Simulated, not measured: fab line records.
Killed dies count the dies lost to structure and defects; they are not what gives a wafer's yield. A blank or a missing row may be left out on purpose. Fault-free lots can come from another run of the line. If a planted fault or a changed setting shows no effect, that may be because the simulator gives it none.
Comparing a struck lot with a sound one	flow n5_finfet	19 steps out of a route of 1938
Sound: the wafers L195.1, L195.2, L195.6. The struck wafers were L202.1, L202.3, L202.5. The cause is given at the end.
Order at every step that has rows: each side's tool, ch and its chambers, its first start. Under that, the readings that differ: sound wafers	struck wafers	difference of the means	sigmas: that difference in standard deviations of wafers without a fault.
alike: a reading whose means differ by less than 2 such deviations, as well as words and numbers matching on both sides. not compared: withheld readings; readings where some wafer has no value; bounds like >300 that might hide an equal value; numbers whose values overlap and for which the record gives no deviation.
A row with sigmas, a row that says differs or no value, or rows on one side alone: a step with any of these is where the two part. When numbers do not overlap yet have no deviation, they are printed without sigmas and do not part them. Lack of a reading on every wafer of one side parts them only where that side has two or more wafers.

N5_BEOL_M10_STRIP_77: strips in N2/H2, time 10 s.
  sound: rie_diel-02 ch 0,1,3; struck: rie_diel-06 ch 0,1
  alike: drypump_motor_current_A, oes_product_au, rf_vpp_V, showerhead_plenum_p_Torr, throttle_valve_pct
  not compared: rf_hours_counter_h
N5_BEOL_M10_OCD_MEAS_38:
  sound: ocd-02 at day 11 18:21; struck: ocd-02 at day 13 12:38
  alike: trench_depth_nm
then, 4 steps without rows for these wafers: N5_BEOL_M10_HM_STRIP_39 (strips TiN in peroxide tin strip, target depth 25 nm, time 158 s); N5_BEOL_M10_SRD_40 (time 30 s); N5_BEOL_M10_PRECLEAN_42 (cleans in residue remover, time 60 s); N5_BEOL_M10_SRD_43 (time 30 s).
N5_BEOL_M10_CD_MEAS_35 targets a cd of 70 nm.
  sound: cd_sem-02 at day 11 18:30; struck: cd_sem-01 at day 13 12:47
  alike: cd_nm
N5_BEOL_M10_CURE_72: cures SiCOH lowk, time 120 s.
  sound on uv_cure-02 ch 1, day 11 18:32; struck on uv_cure-03 ch 1, day 13 12:58
  alike: lamp_power_pct, wafer_temp_C_max
N5_BEOL_M10_DEGAS_44: time 60 s.
  sound: pvd_sputter-02 at day 11 20:31; struck: pvd_sputter-02 at day 13 13:24
  alike: heater_power_w
then, 2 steps without rows for these wafers: N5_BEOL_M10_PRE_CLEAN_45 (time 30 s); N5_BEOL_M10_ALD_74 (deposits TaN, target thk 2 nm, pulse time 2 s, purge time 3 s).
N5_BEOL_M10_SURFACE_TREAT_76:
  sound: pvd_sputter-02 at day 11 20:56; struck: pvd_sputter-02 at day 13 13:52
  not compared: pressure_mtorr, throttle_valve_pct
N5_BEOL_M10_CVD_75: deposits Co from CCTBA/H2, target thk 2 nm, time 138.9 s.
  sound on cvd_co-01 ch 0,1,2, day 11 20:59; struck on cvd_co-02 ch 0,2, day 13 14:22
N5_BEOL_M10_SPUTTER_48: material Cu, target thk 12 nm, time 2 s.
  sound: pvd_sputter-02 at day 11 21:09; struck: pvd_sputter-03 at day 13 14:32
  alike: chuck_gas_flow_sccm, throttle_valve_pct
then, 2 steps without rows for these wafers: N5_BEOL_M10_ECD_50 (material Cu, target thk 318 nm); N5_BEOL_M10_ANNEAL_51 (time 90 s).
N5_BEOL_M10_CMP_52: polishes, stops on SiCOH lowk, t overpolish 7 s, target thk 140 nm.
  sound on cmp-02 ch 1,2,3, day 11 21:45; struck on cmp-04 ch 0,2,3, day 13 15:04
reading	sound	struck	difference	sigmas
barrier_field_endpoint_s (s)	28.5 28.7 28.3	31.0 32.4 31.0	+3.0	+4
  alike: edge_zone_pressure_frac, motor_current_A, overpolish_run_s, slurry_flow_ml_min, time_to_endpoint_s
N5_BEOL_M10_THK_MEAS_53: measures by xrf.
  sound: film_metro-01 at day 11 21:58; struck: film_metro-02 at day 13 15:22
  alike: M10_THK
-- here the record skips 2 days between the struck wafers' starts before and after, leaving off in module BEOL_M10 and picking up in module PASSIVATION (first step shown: number 1936 of the route) --
N5_PASSIVATION_PROBE_49:
  only the struck wafers here have rows in the record (prober-02, day 15 18:55); the sound ones have none

## WHERE THEY PART
At N5_BEOL_M10_CMP_52 first; at N5_PASSIVATION_PROBE_49 last (within this record only).

WHY: the cause the simulator had injected
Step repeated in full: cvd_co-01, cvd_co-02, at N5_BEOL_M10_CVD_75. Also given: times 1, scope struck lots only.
